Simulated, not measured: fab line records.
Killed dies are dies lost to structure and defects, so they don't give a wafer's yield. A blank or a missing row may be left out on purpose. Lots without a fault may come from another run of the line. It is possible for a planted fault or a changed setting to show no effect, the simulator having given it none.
Matching of chambers || flow nand_harc || NHARC_P_GATE_ETCH_32 on rie_si-01 has 4 sister chambers
The step etches the open film in HBr/Cl2, target depth 150 nm, time 100.1 s. 8 wafers are shown with their chamber, then 7 later ones without.

## WAFERS, EACH WITH ITS CHAMBER
{"wafer": "L138.2", "chamber": 3, "oes_product_au (a.u.)": 0.983, "throttle_valve_pct (%)": 26.403}
{"wafer": "L138.6", "chamber": 3, "oes_product_au (a.u.)": 0.993, "throttle_valve_pct (%)": 26.415}
{"wafer": "L142.2", "chamber": 2, "oes_product_au (a.u.)": 1.000, "throttle_valve_pct (%)": 26.404}
{"wafer": "L142.5", "chamber": 2, "oes_product_au (a.u.)": 0.997, "throttle_valve_pct (%)": 26.419}
{"wafer": "L146.5", "chamber": 1, "oes_product_au (a.u.)": 0.989, "throttle_valve_pct (%)": 26.411}
{"wafer": "L146.6", "chamber": 0, "oes_product_au (a.u.)": 0.992, "throttle_valve_pct (%)": 26.407}
{"wafer": "L144.4", "chamber": 1, "oes_product_au (a.u.)": 0.993, "throttle_valve_pct (%)": 26.411}
{"wafer": "L144.5", "chamber": 0, "oes_product_au (a.u.)": 0.995, "throttle_valve_pct (%)": 26.390}

## WAFERS WHOSE CHAMBER IS MISSING
{"wafer": "L144.6", "oes_product_au (a.u.)": 0.995, "throttle_valve_pct (%)": 26.419}
{"wafer": "L150.2", "oes_product_au (a.u.)": 1.003, "throttle_valve_pct (%)": 26.405}
{"wafer": "L150.4", "oes_product_au (a.u.)": 0.999, "throttle_valve_pct (%)": 26.408}
{"wafer": "L150.6", "oes_product_au (a.u.)": 0.999, "throttle_valve_pct (%)": 26.403}
{"wafer": "L156.1", "oes_product_au (a.u.)": 0.989, "throttle_valve_pct (%)": 26.406}
{"wafer": "L156.2", "oes_product_au (a.u.)": 0.985, "throttle_valve_pct (%)": 26.414}
{"wafer": "L156.6", "oes_product_au (a.u.)": 0.991, "throttle_valve_pct (%)": 26.405}

## EACH ONE'S CHAMBER
{"wafer": "L144.6", "from the rows above": "can't be placed: 2 or 1 or 3 or 0", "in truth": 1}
{"wafer": "L150.2", "from the rows above": "can't be placed: 2 or 0 or 1", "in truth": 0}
{"wafer": "L150.4", "from the rows above": "can't be placed: 2 or 0 or 1", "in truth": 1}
{"wafer": "L150.6", "from the rows above": "can't be placed: 2 or 0 or 1 or 3", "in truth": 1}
{"wafer": "L156.1", "from the rows above": "can't be placed: 3 or 1 or 0 or 2", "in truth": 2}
{"wafer": "L156.2", "from the rows above": "can't be placed: 3 or 1 or 0", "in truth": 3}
{"wafer": "L156.6", "from the rows above": "can't be placed: 1 or 3 or 0 or 2", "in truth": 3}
Placed correctly: 0 of 7. These rows do not allow placing 7 (true chamber among the candidates in 7). Number placed wrongly: 0.
How it was worked out, from the rows above alone: a wafer's distance from a chamber is the root of the sum, over the readings, of the square of ((its reading less the chamber's mean) divided by the reading's scatter). The wafer belongs to the nearest chamber; if the next one is less than 2 further off, it can't be placed. A chamber's mean is the mean of its shown wafers. How the scatter is found: for the shown wafers, subtract from each reading the mean of its chamber, square and add these, divide the total by (wafers less chambers), then take the root.
